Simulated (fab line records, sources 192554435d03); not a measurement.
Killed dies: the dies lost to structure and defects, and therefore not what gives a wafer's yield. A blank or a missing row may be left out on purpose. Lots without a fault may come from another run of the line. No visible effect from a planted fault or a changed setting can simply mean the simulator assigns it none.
Matching of chambers + flow n5Finfet + N5_BEOL_M10_STRIP_36 on rieDiel-04 has 4 sister chambers
The step strips in N2/H2. 8 wafers are shown with their chamber, then 7 later ones without.

WAFERS WITH THEIR CHAMBER
| wafer  | chamber | showerheadPlenumPTorr (Torr) | drypumpMotorCurrentA (A) |
|--------|---------|------------------------------|--------------------------|
| L884.2 | 1       | 2.61                         | 6.0                      |
| L886.3 | 1       | 2.60                         | 6.1                      |
| L886.5 | 3       | 2.44                         | 6.1                      |
| L889.4 | 3       | 2.44                         | 6.1                      |
| L889.5 | 2       | 2.51                         | 6.4                      |
| L889.6 | 0       | 2.61                         | 6.6                      |
| L890.3 | 0       | 2.61                         | 6.6                      |
| L890.4 | 2       | 2.50                         | 6.4                      |

WAFERS WHOSE CHAMBER IS MISSING
| wafer  | showerheadPlenumPTorr (Torr) | drypumpMotorCurrentA (A) |
|--------|------------------------------|--------------------------|
| L890.5 | 2.50                         | 6.4                      |
| L897.1 | 2.50                         | 6.4                      |
| L897.4 | 2.50                         | 6.3                      |
| L897.5 | 2.59                         | 6.1                      |
| L899.3 | 2.49                         | 6.4                      |
| L899.5 | 2.60                         | 6.6                      |
| L899.6 | 2.59                         | 6.1                      |

WHICH CHAMBER EACH ONE RAN IN
| wafer  | from the rows above | in truth |
|--------|---------------------|----------|
| L890.5 | 2                   | 2        |
| L897.1 | 2                   | 2        |
| L897.4 | 2                   | 2        |
| L897.5 | 1                   | 1        |
| L899.3 | 2                   | 2        |
| L899.5 | 0                   | 0        |
| L899.6 | 1                   | 1        |
Correctly placed: 7 of 7. Left unplaced by these rows: 0. Wrongly placed: 0.
How it was worked out, from the rows above alone: a wafer's distance from a chamber is the root of the sum, over the readings, of the square of ((its reading less the chamber's mean) divided by the reading's scatter). If the next closest chamber is less than 2 further off than the closest, the wafer can't be placed; otherwise it belongs to the closest. For every chamber, the mean is computed from those of its wafers that are shown. The scatter is the square root of a quotient: the sum, over the shown wafers, of each reading's squared deviation from its chamber's mean, divided by wafers minus chambers.
